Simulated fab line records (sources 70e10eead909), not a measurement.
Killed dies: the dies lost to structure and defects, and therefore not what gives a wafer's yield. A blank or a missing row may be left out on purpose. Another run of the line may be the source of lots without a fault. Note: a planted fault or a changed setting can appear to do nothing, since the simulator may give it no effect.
Matching of chambers / flow nand-harc / rie-diel-03 running NHARC_A_CONTACT_ETCH_102: 4 sister chambers
The step etches the open film in CF4/O2, target depth 100 nm, overetch 10 nm, time 55 s. 4 wafers are shown with their chamber, then 7 later ones without.

== WAFERS PAIRED WITH THEIR CHAMBERS ==
wafer=L079.5; chamber=0; showerhead-plenum-p-Torr (Torr)=1.25
wafer=L081.5; chamber=1; showerhead-plenum-p-Torr (Torr)=1.26
wafer=L087.2; chamber=2; showerhead-plenum-p-Torr (Torr)=1.38
wafer=L087.5; chamber=3; showerhead-plenum-p-Torr (Torr)=1.38

== WAFERS WITH NO CHAMBER GIVEN ==
wafer=L087.6; showerhead-plenum-p-Torr (Torr)=1.25
wafer=L095.3; showerhead-plenum-p-Torr (Torr)=1.37
wafer=L095.4; showerhead-plenum-p-Torr (Torr)=1.24
wafer=L095.5; showerhead-plenum-p-Torr (Torr)=1.26
wafer=L097.3; showerhead-plenum-p-Torr (Torr)=1.24
wafer=L097.4; showerhead-plenum-p-Torr (Torr)=1.26
wafer=L097.6; showerhead-plenum-p-Torr (Torr)=1.37

== THE CHAMBER EACH PASSED THROUGH ==
wafer=L087.6; from the rows above=can't be placed: 0 or 1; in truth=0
wafer=L095.3; from the rows above=can't be placed: 2 or 3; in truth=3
wafer=L095.4; from the rows above=can't be placed: 0 or 1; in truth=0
wafer=L095.5; from the rows above=can't be placed: 1 or 0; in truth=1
wafer=L097.3; from the rows above=can't be placed: 0 or 1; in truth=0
wafer=L097.4; from the rows above=can't be placed: 1 or 0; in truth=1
wafer=L097.6; from the rows above=can't be placed: 2 or 3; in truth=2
Correctly placed: 0 of 7. From these rows, 7 cannot be placed; in 7 the true chamber is one of the candidates. Number placed wrongly: 0.
How it was worked out, from the rows above alone: a wafer's distance from a chamber is the root of the sum, over the readings, of the square of ((its reading less the chamber's mean) divided by the reading's scatter). The wafer belongs to the nearest chamber; if the next one is less than 2 further off, it can't be placed. A chamber's mean is the mean of its shown wafers. The scatter (one wafer shown for each chamber): square how far every hidden wafer sits from the nearest shown wafer, average those squares and take the square root.
